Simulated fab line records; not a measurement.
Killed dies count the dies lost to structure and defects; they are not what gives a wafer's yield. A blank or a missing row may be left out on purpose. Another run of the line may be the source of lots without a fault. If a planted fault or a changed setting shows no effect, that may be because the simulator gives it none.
Chamber matching + flow n5-finfet + N5_BEOL_M0_SAQP_ALD_48 on ald-sin-01 has 4 sister chambers
The step deposits SiO2, target thk 20 nm, pulse time 1 s, co reactant pulse time 1 s. 8 wafers are shown with their chamber, then 8 later ones without.

WAFERS WITH THEIR CHAMBER
| wafer  | chamber | heater-power-w (W) | precursor-pulse-height-rel |
|--------|---------|--------------------|----------------------------|
| L082.6 | 3       | 83                 | 1.002                      |
| L084.1 | 0       | 88                 | 1.022                      |
| L084.3 | 2       | 99                 | 0.983                      |
| L084.5 | 0       | 87                 | 0.991                      |
| L086.3 | 3       | 84                 | 1.000                      |
| L086.5 | 2       | 100                | 1.005                      |
| L086.6 | 1       | 69                 | 0.985                      |
| L091.3 | 1       | 67                 | 1.001                      |

WAFERS WITH NO CHAMBER GIVEN
| wafer  | heater-power-w (W) | precursor-pulse-height-rel |
|--------|--------------------|----------------------------|
| L091.4 | 84                 | 1.011                      |
| L091.6 | 103                | 0.999                      |
| L096.1 | 67                 | 1.009                      |
| L096.5 | 67                 | 0.985                      |
| L096.6 | 87                 | 0.993                      |
| L097.2 | 101                | 1.031                      |
| L097.3 | 68                 | 1.009                      |
| L097.6 | 67                 | 1.030                      |

WHICH CHAMBER EACH WENT THROUGH
| wafer  | from the rows above | in truth |
|--------|---------------------|----------|
| L091.4 | 3                   | 3        |
| L091.6 | 2                   | 2        |
| L096.1 | 1                   | 1        |
| L096.5 | 1                   | 1        |
| L096.6 | 0                   | 0        |
| L097.2 | 2                   | 2        |
| L097.3 | 1                   | 1        |
| L097.6 | 1                   | 1        |
Placed correctly: 8 of 8. Not placeable from these rows: 0. Placed wrongly: 0.
How it was worked out, from the rows above alone: a wafer's distance from a chamber is the root of the sum, over the readings, of the square of ((its reading less the chamber's mean) divided by the reading's scatter). If the next closest chamber is less than 2 further off than the closest, the wafer can't be placed; otherwise it belongs to the closest. For every chamber, the mean is computed from those of its wafers that are shown. The scatter is the square root of a quotient: the sum, over the shown wafers, of each reading's squared deviation from its chamber's mean, divided by wafers minus chambers.
